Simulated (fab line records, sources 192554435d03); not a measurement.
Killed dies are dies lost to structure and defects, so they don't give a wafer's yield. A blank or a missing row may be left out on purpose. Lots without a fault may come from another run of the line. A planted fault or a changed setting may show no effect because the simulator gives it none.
Split-lot experiment | flow n5_finfet | 7 lots, 21 wafers read, on a route of 1938 steps

THE SPLIT
At N5_BEOL_M9_COAT_64 (time 60 s, resist thk 12 nm), the setting spin_rpm was moved away from the recipe's 1500 rpm on 7 of the 21 wafers read, by -8.1% to +10.4%. The other wafers ran this setting at the recipe's value.

FROM THE SPLIT TO THE READING: what the file shows between them, 4 steps
- N5_BEOL_M9_COAT_75: time 60 s, resist thk 5 nm
- N5_BEOL_M9_COAT_22: resist thk 30 nm
- N5_BEOL_M9_DESCUM_33: chemistry O2, time 7 s
- N5_BEOL_M9_ETCH_76: etches underlayer in N2/H2, target depth 6.5 nm, time 5.2 s

THE READING
etch.depth_nm (the simulator's own value, which no gauge read), in nm, at N5_BEOL_M9_ETCH_65 (etches SiARC in CF4, target depth 15.6 nm, time 26 s). The file gives no usual value for it. The 14 wafers here that ran the recipe average 12.01 nm, standard deviation 0.026 nm.

wafer  | tool, chamber at the split | spin_rpm as run, rpm | against the recipe | etch.depth_nm, nm | against lot-mates on the recipe
L076.1 | litho_track-02, 0          | 1562                 | +4.1%              | 11.78             | -0.24
L076.2 | litho_track-02, 0          | 1500                 | recipe             | 12.02             | -
L076.5 | litho_track-02, 0          | 1562                 | +4.1%              | 11.76             | -0.26
L077.2 | litho_track-05, 0          | 1500                 | recipe             | 12.01             | -
L077.4 | litho_track-05, 0          | 1500                 | recipe             | 12.01             | -
L077.3 | litho_track-05, 0          | 1500                 | recipe             | 12.03             | -
L085.2 | litho_track-02, 0          | 1656                 | +10.4%             | 11.46             | -0.59
L085.3 | litho_track-02, 0          | 1656                 | +10.4%             | 11.48             | -0.57
L085.5 | litho_track-02, 0          | 1500                 | recipe             | 12.05             | -
L089.1 | litho_track-05, 0          | 1378                 | -8.1%              | 12.55             | +0.50
L089.4 | litho_track-05, 0          | 1500                 | recipe             | 12.05             | -
L089.5 | litho_track-05, 0          | 1500                 | recipe             | 12.05             | -
L094.2 | litho_track-01, 0          | 1500                 | recipe             | 12.02             | -
L094.4 | litho_track-01, 0          | 1546                 | +3.1%              | 11.85             | -0.15
L094.6 | litho_track-01, 0          | 1500                 | recipe             | 11.98             | -
L096.2 | litho_track-02, 0          | 1500                 | recipe             | 11.97             | -
L096.6 | litho_track-02, 0          | 1500                 | recipe             | 11.97             | -
L096.5 | litho_track-02, 0          | 1500                 | recipe             | 12                | -
L097.2 | litho_track-05, 0          | 1500                 | recipe             | 12.02             | -
L097.4 | litho_track-05, 0          | 1435                 | -4.3%              | 12.27             | +0.25
L097.5 | litho_track-05, 0          | 1500                 | recipe             | 12.01             | -

THE FIT
A straight line over all 21 wafers: etch.depth_nm changes by -0.0564 nm for each +1% of spin_rpm; r = -0.99; the points scatter about the line by 0.031 nm.
The same after taking each lot's own level away (the mean of its wafers on the recipe; 21 wafers): -0.0575 nm for each +1%; r = -1.00; scatter 0.016 nm.
On that fit, the largest move of spin_rpm shifts the reading by 0.6 nm.
The lots' own levels span 11.980 to 12.050 nm, that is 2.7 times the standard deviation above.
So the lot-to-lot level changes the slope little: the two slopes agree.
Check: with one of the wafers moved furthest among these (+10.4%) left out of the fit, the line predicts -0.597 nm for it against its lot-mates. It came out at -0.59 nm against them.

OTHER SPLITS ON THESE WAFERS
These wafers also went through other splits before the reading. Each is held against what the fit with the lots' levels taken away leaves over:
other split on the same wafers       | wafers away from the commonest value | r with etch.depth_nm (lot level and that fit taken away)
N5_BEOL_M8_DEVELOP_10 develop_time_s | 3                                    | +0.13
N5_BEOL_M9_ETCH_62 time_s            | 9                                    | -0.29

THE WHOLE CHAIN: every reading that the file lists as answering this split, in the file's order
step               | what it does                                         | reading                                                                          | change (the file's fit)                | r (the file's)
N5_BEOL_M9_COAT_64 | time 60 s, resist thk 12 nm                          | SiARC_of_BEOL_M9_COAT_64.thk_nm (the simulator's own value, which no gauge read) | -0.0611 nm for each +1% of the setting | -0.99
N5_BEOL_M9_ETCH_65 | etches SiARC in CF4, target depth 15.6 nm, time 26 s | etch.depth_nm (the simulator's own value, which no gauge read)                   | -0.0581 nm for each +1% of the setting | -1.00

THE FILE'S OWN FIT
etch.depth_nm changes by -0.0581 nm for each +1% of spin_rpm, r = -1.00.
